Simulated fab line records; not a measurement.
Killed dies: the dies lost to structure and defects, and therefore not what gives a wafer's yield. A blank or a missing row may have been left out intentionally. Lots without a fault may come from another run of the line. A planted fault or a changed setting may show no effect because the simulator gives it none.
Split-lot study ; flow n5 finfet ; 7 lots, 21 wafers read, on a route of 1938 steps

THE SPLIT ITSELF
At N5_BEOL_M11_ILD_DEP_00 (deposits SiCOH lowk from DEMS/porogen, target thk 308.51 nm, time 58 s), the setting time s was moved away from the recipe's 58 s on 6 of the 21 wafers read, by -6.5% to +14.8%. All remaining wafers had this setting at the recipe value.

SPLIT TO READING: what lies between them in the file, 1 step
- N5_BEOL_M11_CURE_71: cures SiCOH lowk, time 240 s

THE READING
M11_ILD_THK at N5_BEOL_M11_THK_MEAS_01, in nm. Fault-free wafers of this fab line usually give 268 nm, standard deviation 3.4 nm.

wafer;tool, chamber at the split;time s as run, s;against the recipe;M11_ILD_THK, nm;against lot-mates on the recipe
L075.4;pecvd-03, 2;66.59;+14.8%;313;+38
L075.5;pecvd-03, 1;66.59;+14.8%;310;+35
L075.6;pecvd-03, 0;58;recipe;275;-
L079.2;pecvd-03, 1;58;recipe;271;-
L079.3;pecvd-03, 0;58;recipe;270;-
L079.4;pecvd-03, 0;58;recipe;274;-
L083.3;pecvd-04, 0;58;recipe;271;-
L083.5;pecvd-04, 2;58;recipe;273;-
L083.6;pecvd-04, 0;58;recipe;273;-
L082.1;pecvd-02, 0;55.37;-4.5%;253;-12
L082.3;pecvd-02, 2;58;recipe;264;-
L082.4;pecvd-02, 2;58;recipe;266;-
L086.1;pecvd-02, 2;58;recipe;264;-
L086.3;pecvd-02, 0;58;recipe;267;-
L086.5;pecvd-02, 0;58;recipe;269;-
L094.1;pecvd-03, 2;58;recipe;265;-
L094.4;pecvd-03, 2;54.47;-6.1%;254;-11
L094.6;pecvd-03, 0;54.47;-6.1%;252;-13
L092.1;pecvd-04, 0;58;recipe;262;-
L092.3;pecvd-04, 1;58;recipe;266;-
L092.4;pecvd-04, 2;54.22;-6.5%;249;-15

FIT RESULTS
A straight line over all 21 wafers: M11_ILD_THK changes by +2.88 nm for each +1% of time s; r = +0.97; the points scatter about the line by 3.7 nm.
The same after taking each lot's own level away (the mean of its wafers on the recipe; 21 wafers): +2.39 nm for each +1%; r = +0.99; scatter 1.7 nm.
Per that fit: largest time s move, reading shift of 35 nm.
The lots' own levels span 264.0 to 275.0 nm, that is 3.2 times the standard deviation above.
Hence the slope depends on the lot-to-lot level, as the two fits are not the same.
Check: +34.2 nm against its lot-mates is what the line predicts for one of the wafers moved furthest among these (+14.8%) when that wafer is left out of the fit. Against them it came out at +38 nm.

FURTHER SPLITS ON THESE WAFERS
Before the reading, these wafers also passed through other splits. Each is held against what the fit with the lots' levels taken away leaves over:
other split on the same wafers;wafers away from the commonest value;r with M11_ILD_THK (lot level and that fit taken away)
N5_BEOL_M10_PEB_26 peb time s;8;-0.44
N5_BEOL_M10_TRENCH_ETCH_37 source w;7;-0.23

THE WHOLE CHAIN: every reading that the file lists as answering this split, in the file's order
step;what it does;reading;change (the file's fit);r (the file's)
N5_BEOL_M11_ILD_DEP_00;deposits SiCOH lowk from DEMS/porogen, target thk 308.51 nm, time 58 s;SiCOH_lowk_of_BEOL_M11_ILD_DEP_00.thk nm (the simulator's own value, which no gauge read);+2.71 nm for each +1% of the setting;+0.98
N5_BEOL_M11_CURE_71;cures SiCOH lowk, time 240 s;SiCOH_lowk_of_BEOL_M11_ILD_DEP_00.thk nm (the simulator's own value, which no gauge read);+2.4 nm for each +1% of the setting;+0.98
N5_BEOL_M11_THK_MEAS_01;;M11_ILD_THK;+2.38 for each +1% of the setting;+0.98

THE FILE'S OWN FIT
M11_ILD_THK changes by +2.38 nm for each +1% of time s, r = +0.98.
